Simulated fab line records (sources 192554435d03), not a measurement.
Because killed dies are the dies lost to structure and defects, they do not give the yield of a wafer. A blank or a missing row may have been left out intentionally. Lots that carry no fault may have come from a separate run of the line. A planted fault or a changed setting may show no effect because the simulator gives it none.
Split-lot study -- flow n5 finfet -- 21 wafers read across 7 lots, on a route 1938 steps long

THE SPLIT
At N5_WELL_APT_COAT_02 (resist thk 950 nm), the setting spin rpm was moved away from the recipe's 1357 rpm on 7 of the 21 wafers read, by -7.3% to +10.9%. All remaining wafers had this setting at the recipe value.

Reading taken at the split's own step.

THE READING
coat_of_WELL_APT_COAT_02.thk nm (the simulator's own value, which no gauge read), in nm, at N5_WELL_APT_COAT_02 (resist thk 950 nm). The file does not state a usual value for it. Here, 14 wafers ran the recipe; their average is 951.2 nm with a standard deviation of 1.6 nm.

wafer,"tool, chamber at the split","spin rpm as run, rpm",against the recipe,"coat_of_WELL_APT_COAT_02.thk nm, nm",against lot-mates on the recipe
L076.3,"litho track-03, 0",1357,recipe,950.5,-
L076.4,"litho track-03, 0",1357,recipe,951.8,-
L076.6,"litho track-03, 0",1357,recipe,950.8,-
L077.1,"litho track-05, 0",1258,-7.3%,987,no lot-mate on the recipe
L077.2,"litho track-05, 0",1258,-7.3%,989.7,no lot-mate on the recipe
L077.5,"litho track-05, 0",1258,-7.3%,986.1,no lot-mate on the recipe
L085.1,"litho track-03, 0",1357,recipe,953,-
L085.4,"litho track-03, 0",1357,recipe,954.3,-
L085.5,"litho track-03, 0",1505,+10.9%,905.9,-47.8
L088.1,"litho track-03, 0",1357,recipe,948.9,-
L088.4,"litho track-03, 0",1357,recipe,949,-
L088.5,"litho track-03, 0",1467,+8.1%,911.4,-37.6
L092.1,"litho track-03, 0",1357,recipe,948,-
L092.2,"litho track-03, 0",1357,recipe,951.1,-
L092.3,"litho track-03, 0",1357,recipe,951.3,-
L093.1,"litho track-05, 0",1289,-5.0%,973.9,+22.7
L093.3,"litho track-05, 0",1289,-5.0%,975.4,+24.2
L093.6,"litho track-05, 0",1357,recipe,951.2,-
L094.2,"litho track-04, 0",1357,recipe,951.8,-
L094.5,"litho track-04, 0",1357,recipe,951.7,-
L094.6,"litho track-04, 0",1357,recipe,952.8,-

THE FIT
A straight line over all 21 wafers: coat_of_WELL_APT_COAT_02.thk nm changes by -4.67 nm for each +1% of spin rpm; r = -0.99; the points scatter about the line by 2.2 nm.
The same after taking each lot's own level away (the mean of its wafers on the recipe; 18 wafers): -4.52 nm for each +1%; r = -1.00; scatter 0.96 nm.
On that fit, the largest move of spin rpm shifts the reading by 49 nm.
Measured against the standard deviation above, the lots' own levels, which go from 948.95 to 953.65 nm, span 2.9 times it.
Consequently the slope shifts little with the lot-to-lot level, the two slopes agreeing.
Check: with one of the wafers moved furthest among these (+10.9%) left out of the fit, the line predicts -50.7 nm for it against its lot-mates. Against them it came out at -47.8 nm.

THE FILE'S OWN FIT
coat_of_WELL_APT_COAT_02.thk nm changes by -4.5 nm for each +1% of spin rpm, r = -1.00.
